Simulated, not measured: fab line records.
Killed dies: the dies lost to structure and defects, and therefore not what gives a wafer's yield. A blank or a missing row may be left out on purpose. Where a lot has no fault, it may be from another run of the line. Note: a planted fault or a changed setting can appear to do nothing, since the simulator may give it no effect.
fab line records    flow nand_harc
record lots=6  wafers=18  last_day=24
route steps=1159 shown A_CONTACT@929
lots with no fault: from the same line, run without faults
start_h: hours from the record's first day to the start of the lot's first wafer shown    wait_h: time in hours since the lot's previous step    " same as the row above    L1.1+2: one row covering several wafers at once    - either no value or no given start    * or withheld: withheld    < > ~ a bound
route shown NAME@n: a module of which the file shows steps, and the number in the route of the first    usual: mean and standard deviation over wafers with no fault    same: alike in all rows    chamber/n: place in a boat    sites: per-site readings    _std_site: standard deviation across them    _edge_site: inner sites' mean taken away from outer sites' mean    radius_mm: how far each site lies from the wafer's centre    mask NAME#n: copy n    behind: the tool/chamber that last shaped the wafer    hold: cause of the lot's hold/its duration in hours/its outcome    device: which transistor (n, p or np) failed to switch    end of line: tests of these same wafers at the route's end    step lacking rows: just its recipe    killed: dies that structure and defects cost at the first sort, which is not the same as the wafer's yield    map: shows each die of a wafer: x if killed, . if not, _ if none is there
set.NAME: the run value of the setting; set.NAME@STEP: its run value at that earlier step    model.NAME: the simulator's own value behind a step, which no gauge read
lots at some steps of the route; a table a step, a row a wafer
services: the hour from which a tool's chamber was out of use, counted from the record's first day as start_h (under 0 if before that day), plus the number of hours and why
## steps
# step NHARC_A_CONTACT_COAT_02
# recipe spin_rpm=1500  resist_thk_nm=90
# step NHARC_A_CONTACT_SOFTBAKE_03
# recipe temp_c=105  time_s=55
# step NHARC_A_CONTACT_EBR_04
# step NHARC_A_CONTACT_EXPOSE_05
# recipe na=1.35  sigma_outer=0.8  dose_mj=84.24  mask_id=A_CC
# step NHARC_A_CONTACT_PEB_06
# recipe peb_temp_c=100  peb_time_s=65
# step NHARC_A_CONTACT_DEVELOP_07
# recipe develop_time_s=35  dev_temp_c=23
# step NHARC_A_CONTACT_CD_MEAS_08
# recipe target_cd_nm=100  landing_energy_ev=500
# usual cd_nm=100.4/0.72
# same landing_energy_ev=500
lot.wafer  tool       chamber  start_h  wait_h  cd_nm
L341.2     cd_sem-02  0        408.04   -       100.4
L341.4     "          0        "        "       100.8
L341.5     "          0        "        "       99.8
L346.1     cd_sem-03  0        416.73   -       99.8
L346.3     "          0        "        "       99.2
L346.4     "          0        "        "       100.0
L353.2     cd_sem-01  0        463.80   -       99.8
L353.4     "          0        "        "       99.1
L353.6     "          0        "        "       100.8
L355.2     cd_sem-03  0        482.79   -       100.6
L355.3     "          0        "        "       99.9
L355.6     "          0        "        "       100.9
L360.3     cd_sem-03  0        502.37   -       99.8
L360.5     "          0        "        "       100.1
L360.6     "          0        "        "       100.1
L361.2     cd_sem-03  0        513.97   -       101.1
L361.3     "          0        "        "       100.2
L361.6     "          0        "        "       101.3
# step NHARC_A_CONTACT_OVL_MEAS_09
# usual overlay_x_nm=-0.1/0.74  overlay_y_nm=0.1/0.86
lot.wafer  tool        chamber  start_h  wait_h  overlay_x_nm  overlay_y_nm
L341.2     overlay-01  -        408.13   -       0.1           0.6
L341.4     "           -        "        "       0.4           1.0
L341.5     "           -        "        "       0.4           1.1
L346.1     overlay-02  -        416.82   -       -1.0          0.2
L346.3     "           -        "        "       -0.3          -0.4
L346.4     "           -        "        "       -0.8          -0.4
L353.2     overlay-02  -        463.89   -       0.2           -0.4
L353.4     "           -        "        "       0.2           0.0
L353.6     "           -        "        "       -0.9          -0.6
L355.2     overlay-01  -        482.88   -       -0.1          0.3
L355.3     "           -        "        "       -0.4          -0.2
L355.6     "           -        "        "       -0.6          0.5
L360.3     overlay-02  -        502.46   -       -1.2          0.4
L360.5     "           -        "        "       -0.8          0.3
L360.6     "           -        "        "       -1.2          0.9
L361.2     overlay-01  -        514.06   -       0.5           1.1
L361.3     "           -        "        "       -0.3          1.3
L361.6     "           -        "        "       -0.2          1.0
# step NHARC_A_CONTACT_INSPECT_10
# usual raw_defect_count=31/14
lot.wafer  tool               chamber  start_h  wait_h  raw_defect_count
L341.2     defect_inspect-02  -        408.16   0.0     14
L341.4     "                  -        "        "       21
L341.5     "                  -        "        "       31
L346.1     defect_inspect-02  -        416.85   0.0     32
L346.3     "                  -        "        "       26
L346.4     "                  -        "        "       19
L353.2     defect_inspect-01  -        463.92   0.0     25
L353.4     "                  -        "        "       25
L353.6     "                  -        "        "       26
L355.2     defect_inspect-01  -        482.92   0.0     37
L355.3     "                  -        "        "       41
L355.6     "                  -        "        "       31
L360.3     defect_inspect-02  -        502.49   0.0     49
L360.5     "                  -        "        "       40
L360.6     "                  -        "        "       46
L361.2     defect_inspect-01  -        514.10   0.0     43
L361.3     "                  -        "        "       38
L361.6     "                  -        "        "       48
# step NHARC_A_CONTACT_DESCUM_13
# recipe time_s=3  o2_flow_sccm=200  ar_flow_sccm=0  bias_power_w=0  chemistry=O2
# usual drypump_motor_current_A=5.7/0.42  oes_product_au=1.002/0.0096  rf_vpp_V=57.8/0.93  showerhead_plenum_p_Torr=1.90/0.099  throttle_valve_pct=11.312/0.0091
lot.wafer  tool         chamber  start_h  wait_h  drypump_motor_current_A  oes_product_au  rf_hours_counter_h  rf_vpp_V  showerhead_plenum_p_Torr  throttle_valve_pct
L341.2     rie_diel-12  1        408.22   0.1     5.4                      0.991           5                   57.4      1.83                      11.302
L341.4     "            0        "        "       6.1                      0.986           5                   57.9      1.77                      11.318
L341.5     "            1        "        "       5.4                      0.994           -                   57.8      1.83                      11.301
L346.3     rie_diel-12  0        416.91   0.1     6.1                      0.989           6                   56.2      1.77                      11.314
L346.1     "            1        "        "       5.4                      1.005           6                   58.1      1.83                      11.328
L346.4     "            2        "        "       5.9                      1.021           6                   60.1      2.04                      11.307
L353.4     rie_diel-03  1        463.99   0.1     5.3                      0.994           23                  57.6      1.82                      11.309
L353.2     "            3        "        "       5.2                      0.996           21                  57.3      1.82                      11.319
L353.6     "            1        "        "       5.3                      1.001           -                   55.9      1.82                      11.324
L355.2     rie_diel-03  3        482.99   0.1     5.2                      0.993           31                  57.8      1.81                      11.307
L355.3     "            1        "        "       5.3                      0.998           31                  58.2      1.82                      11.311
L355.6     "            2        "        "       5.7                      1.009           -                   58.2      1.95                      11.330
L360.3     rie_diel-12  2        502.72   0.2     6.0                      1.013           20                  58.1      2.04                      11.291
L360.6     "            2        "        "       5.9                      1.026           -                   58.6      2.04                      11.319
L360.5     "            3        "        "       6.0                      1.001           -                   55.9      1.97                      11.309
L361.2     rie_diel-02  1        514.17   0.1     5.4                      1.000           0                   57.1      2.08                      11.313
L361.3     "            3        "        "       6.7                      0.993           0                   58.7      1.99                      11.321
L361.6     "            0        "        "       5.4                      0.989           -                   57.1      1.97                      11.308
# step NHARC_A_CONTACT_ETCH_88
# recipe target_depth_a=390  over_etch_frac=0.3  time_s=65  ion_energy_ev=80  cf4_flow_sccm=150  ar_flow_sccm=0  rf_w=300  bias_w=100  chemistry=CF4
# usual bias_w=99.99/0.29  drypump_motor_current_A=5.7/0.44  oes_product_au=1.003/0.0097  rf_vpp_V=151.2/1.4  run_length_s=86.3/0.56  showerhead_plenum_p_Torr=1.76/0.085  throttle_valve_pct=13.283/0.0093
lot.wafer  tool         chamber  start_h  wait_h  bias_w  drypump_motor_current_A  oes_product_au  rf_hours_counter_h  rf_vpp_V  run_length_s  showerhead_plenum_p_Torr  throttle_valve_pct
L341.2     rie_diel-12  0        408.31   0.1     99.85   6.1                      1.003           5                   149.7     86.5          1.65                      13.287
L341.4     "            1        "        "       100.12  5.4                      0.995           5                   151.9     86.1          1.70                      13.305
L341.5     "            0        "        "       100.47  6.1                      0.987           -                   151.9     86.7          1.65                      13.274
L346.1     rie_diel-12  0        417.01   0.1     99.96   6.1                      0.984           6                   151.0     86.8          1.65                      13.292
L346.3     "            1        "        "       99.61   5.4                      0.988           6                   149.4     86.0          1.70                      13.292
L346.4     "            2        "        "       99.83   6.0                      1.019           6                   152.2     85.4          1.88                      13.290
L353.4     rie_diel-03  1        464.08   0.1     100.17  5.2                      0.998           23                  150.3     85.8          1.69                      13.269
L353.2     "            2        "        "       100.19  5.8                      1.005           22                  150.9     86.4          1.81                      13.292
L353.6     "            0        "        "       99.69   5.6                      1.011           -                   152.0     87.0          1.77                      13.292
L355.2     rie_diel-03  3        483.07   0.1     100.03  5.2                      1.006           31                  149.0     86.4          1.68                      13.278
L355.3     "            0        "        "       99.40   5.7                      1.010           32                  152.1     86.6          1.77                      13.284
L355.6     "            2        "        "       99.59   5.7                      1.016           -                   150.5     86.5          1.80                      13.285
L360.3     rie_diel-12  2        502.82   0.1     99.71   5.9                      0.999           20                  151.3     85.4          1.87                      13.296
L360.5     "            0        "        "       99.71   6.1                      0.977           -                   147.4     86.8          1.64                      13.282
L360.6     "            1        "        "       100.14  5.4                      0.982           -                   149.4     86.3          1.69                      13.287
L361.3     rie_diel-02  2        514.28   0.1     99.95   6.4                      1.018           0                   153.2     86.1          1.89                      13.283
L361.2     "            3        "        "       99.86   6.7                      0.993           0                   151.0     86.4          1.84                      13.288
L361.6     "            3        "        "       100.01  6.7                      0.987           -                   151.3     86.3          1.84                      13.286
# step NHARC_A_CONTACT_ETCH_89
# recipe target_depth_a=2600  over_etch_frac=0.3  time_s=475.3  ion_energy_ev=200  n2_flow_sccm=150  h2_flow_sccm=150  ar_flow_sccm=0  rf_w=400  bias_w=150  chemistry=N2/H2
# usual bias_w=150.0/0.48  drypump_motor_current_A=5.7/0.41  oes_product_au=1.004/0.01  rf_vpp_V=430/3.1  run_length_s=496.6/0.6  showerhead_plenum_p_Torr=2.03/0.11  throttle_valve_pct=14.172/0.0095
lot.wafer  tool         chamber  start_h  wait_h  bias_w  drypump_motor_current_A  oes_product_au  rf_hours_counter_h  rf_vpp_V  run_length_s  showerhead_plenum_p_Torr  throttle_valve_pct
L341.2     rie_diel-12  3        -        -       149.9   5.9                      1.003           4                   432       495.4         2.11                      14.180
L341.4     "            2        "        "       150.6   6.0                      1.017           5                   434       495.7         2.18                      14.173
L341.5     "            3        "        "       149.9   5.9                      1.001           -                   432       495.8         2.11                      14.180
L346.1     rie_diel-12  0        -        -       149.5   6.1                      0.997           6                   427       497.1         1.88                      14.157
L346.4     "            1        "        "       149.2   5.4                      0.996           6                   428       496.5         1.95                      14.163
L346.3     "            2        "        "       149.4   5.9                      1.023           6                   434       495.9         2.18                      14.173
L353.2     rie_diel-03  3        -        -       150.4   5.2                      1.001           22                  428       496.4         1.93                      14.162
L353.4     "            2        "        "       150.6   5.7                      0.996           22                  432       497.0         2.09                      14.181
L353.6     "            0        "        "       149.8   5.8                      1.007           -                   431       497.4         2.04                      14.189
L355.3     rie_diel-03  1        -        -       149.6   5.3                      1.006           31                  429       496.4         1.93                      14.170
L355.2     "            3        "        "       150.8   5.2                      1.001           31                  429       496.7         1.93                      14.166
L355.6     "            0        "        "       149.8   5.7                      1.015           -                   430       497.1         2.04                      14.163
L360.3     rie_diel-12  1        -        -       150.1   5.4                      0.988           22                  428       496.6         1.94                      14.173
L360.5     "            0        "        "       150.3   6.1                      0.978           -                   427       497.4         1.88                      14.164
L360.6     "            1        "        "       150.3   5.4                      0.984           -                   426       496.4         1.94                      14.166
L361.3     rie_diel-02  0        -        -       149.3   5.4                      0.997           0                   433       497.6         2.10                      14.183
L361.2     "            1        "        "       149.7   5.4                      0.996           0                   436       497.2         2.22                      14.175
L361.6     "            1        "        "       150.3   5.4                      0.991           -                   436       497.3         2.22                      14.169
# step NHARC_A_CONTACT_ETCH_30
# recipe target_depth_a=605  time_s=30.2  cf4_flow_sccm=100  chf3_flow_sccm=30  ar_flow_sccm=0  rf_w=500  bias_w=200  chemistry=CF4/CHF3
# usual bias_w=200.0/0.6  chf3_flow_sccm=30.01/0.09  drypump_motor_current_A=5.7/0.41  oes_product_au=0.941/0.023  rf_vpp_V=370.5/2.7  run_length_s=51.5/0.61  showerhead_plenum_p_Torr=1.57/0.077  throttle_valve_pct=16.802/0.0086
lot.wafer  tool         chamber  start_h  wait_h  bias_w  chf3_flow_sccm  drypump_motor_current_A  oes_product_au  rf_hours_counter_h  rf_vpp_V  run_length_s  showerhead_plenum_p_Torr  throttle_valve_pct
L341.4     rie_diel-12  2        408.75   -       200.3   30.09           6.0                      0.947           5                   373.7     50.8          1.67                      16.806
L341.2     "            0        "        "       -       29.88           6.1                      0.918           5                   367.0     43.7          1.46                      16.808
L341.5     "            2        "        "       199.7   30.01           5.9                      0.936           -                   373.1     51.2          1.67                      16.815
L346.4     rie_diel-12  3        417.44   -       200.2   29.88           6.0                      0.928           6                   373.2     50.4          1.62                      16.816
L346.3     "            0        "        "       -       30.01           6.1                      0.915           6                   367.2     43.7          1.46                      16.809
L346.1     "            2        "        "       200.5   29.92           6.0                      0.945           6                   374.1     50.5          1.67                      16.797
L353.4     rie_diel-03  2        464.50   -       199.2   29.85           5.7                      0.987           23                  371.7     51.6          1.61                      16.798
L353.2     "            1        "        "       200.0   30.11           5.3                      0.968           23                  369.0     50.9          1.50                      16.810
L353.6     "            3        "        "       199.7   29.96           5.2                      0.979           -                   367.9     51.5          1.50                      16.805
L355.2     rie_diel-03  3        483.50   -       199.5   29.96           5.2                      0.959           32                  368.0     51.5          1.50                      16.816
L355.3     "            0        "        "       199.1   29.94           5.7                      0.986           32                  369.8     52.3          1.57                      16.800
L355.6     "            3        "        "       199.7   30.03           5.2                      0.956           -                   369.4     51.8          1.50                      16.798
L360.3     rie_diel-12  2        503.24   -       200.3   30.04           6.0                      0.938           20                  374.6     50.5          1.67                      16.805
L360.6     "            2        "        "       199.8   30.01           6.0                      0.935           -                   375.2     50.6          1.67                      16.789
L360.5     "            3        "        "       200.8   30.04           5.9                      0.928           -                   370.4     50.4          1.62                      16.791
L361.2     rie_diel-02  0        514.78   -       200.4   29.94           5.4                      0.924           0                   372.3     52.4          1.62                      16.799
L361.3     "            3        "        "       200.5   30.16           6.7                      0.957           0                   372.9     51.8          1.64                      16.803
L361.6     "            1        "        "       199.6   29.98           5.4                      0.936           -                   375.3     52.6          1.70                      16.817
# step NHARC_A_CONTACT_ETCH_31
# recipe target_depth_a=20000  over_etch_frac=0.3  time_s=520  ion_energy_ev=150  o2_flow_sccm=400  cos_flow_sccm=20  ar_flow_sccm=0  rf_w=500  bias_w=300  chemistry=O2/COS
# usual bias_w=300.0/0.8  drypump_motor_current_A=5.7/0.41  oes_product_au=1.004/0.0097  rf_vpp_V=313.8/2.5  run_length_s=541.3/0.58  showerhead_plenum_p_Torr=3.10/0.15  throttle_valve_pct=28.329/0.0086
lot.wafer  tool         chamber  start_h  wait_h  bias_w  drypump_motor_current_A  oes_product_au  rf_hours_counter_h  rf_vpp_V  run_length_s  showerhead_plenum_p_Torr  throttle_valve_pct
L341.4     rie_diel-12  1        -        -       299.3   5.4                      1.000           5                   313.5     541.4         2.99                      28.332
L341.2     "            2        "        "       300.5   6.0                      1.020           5                   316.9     540.5         3.32                      28.330
L341.5     "            3        "        "       300.5   6.0                      1.003           -                   315.2     540.4         3.22                      28.333
L346.1     rie_diel-12  3        -        -       299.6   6.0                      0.999           6                   316.1     540.2         3.22                      28.342
L346.3     "            0        "        "       300.6   6.1                      0.993           6                   310.9     541.8         2.90                      28.325
L346.4     "            1        "        "       298.6   5.4                      0.991           6                   312.5     541.3         2.99                      28.327
L353.4     rie_diel-03  1        -        -       299.8   5.3                      1.000           23                  312.6     540.7         2.98                      28.317
L353.2     "            2        "        "       299.1   5.8                      1.005           23                  317.0     541.5         3.19                      28.335
L353.6     "            0        "        "       299.9   5.7                      1.014           -                   314.9     541.5         3.12                      28.340
L355.2     rie_diel-03  1        -        -       299.9   5.2                      1.004           31                  313.7     540.8         2.97                      28.328
L355.3     "            2        "        "       299.6   5.8                      1.013           33                  315.1     541.4         3.18                      28.342
L355.6     "            1        "        "       299.6   5.3                      1.001           -                   311.3     540.9         2.97                      28.334
L360.3     rie_diel-12  1        -        -       301.0   5.4                      0.996           22                  312.2     541.1         2.99                      28.334
L360.6     "            2        "        "       299.6   6.0                      1.014           -                   316.5     540.8         3.31                      28.317
L360.5     "            3        "        "       300.0   6.0                      1.012           -                   316.3     540.2         3.21                      28.343
L361.3     rie_diel-02  0        -        -       300.9   5.4                      0.995           1                   315.4     541.9         3.21                      28.321
L361.2     "            2        "        "       298.6   6.5                      1.020           0                   317.1     541.0         3.34                      28.312
L361.6     "            1        "        "       300.3   5.4                      1.001           -                   318.9     542.0         3.37                      28.332
## services
tool         chamber  start_h  hours  kind
rie_diel-12  0        388.48   -      clean
rie_diel-12  1        388.48   -      clean
rie_diel-12  2        388.48   -      clean
rie_diel-12  3        388.48   -      clean
rie_diel-03  -        392.32   9.0    pm
rie_diel-12  0        412.98   -      clean
rie_diel-12  1        412.98   -      clean
rie_diel-12  2        412.98   -      clean
rie_diel-12  3        412.98   -      clean
rie_diel-12  0        437.48   -      clean
rie_diel-12  1        437.48   -      clean
rie_diel-12  2        437.48   -      clean
rie_diel-12  3        437.48   -      clean
rie_diel-03  3        441.29   4.3    repair
rie_diel-12  0        461.98   -      clean
rie_diel-12  1        461.98   -      clean
rie_diel-12  2        461.98   -      clean
rie_diel-12  3        461.98   -      clean
rie_diel-12  0        468.07   3.5    repair
rie_diel-12  0        486.48   -      clean
rie_diel-12  1        486.48   -      clean
rie_diel-12  2        486.48   -      clean
rie_diel-12  3        486.48   -      clean
rie_diel-02  -        505.07   9.0    pm
## key
first_sign step=NHARC_A_CONTACT_ETCH_30  reading=run_length_s  direction=down  sigmas=13  usual=*  struck=*
effect none on later readings
met_at NHARC_A_CONTACT_ETCH_30
struck_wafers L341.2,L346.3
later_rows_left_out L341.2,L346.3
sort_left_out L341.2,L346.3
tester_left_out L341,L346
fault kind=process_parameter_drift  tool=rie_diel-12  chamber=0  onset_h=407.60  steps=NHARC_A_CONTACT_ETCH_30  channel=time_s  offset=*  shape=step  end_h=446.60  acts_in=*  stated=*
# tester_left_out: of these lots the tester's yield and bins aren't shown, on N5 and GAA mostly nor the transistor test; their killed dies are dies lost to structure and defects alone, not to doping, threshold or leakage, so they don't give the yield
# sort_left_out: the simulated sort isn't trusted on such a fault, so these wafers' sort isn't shown, and their yield isn't known
# later_rows_left_out: the simulator's readings of these wafers behind a module that went badly wrong aren't trusted and aren't shown, but for the sort
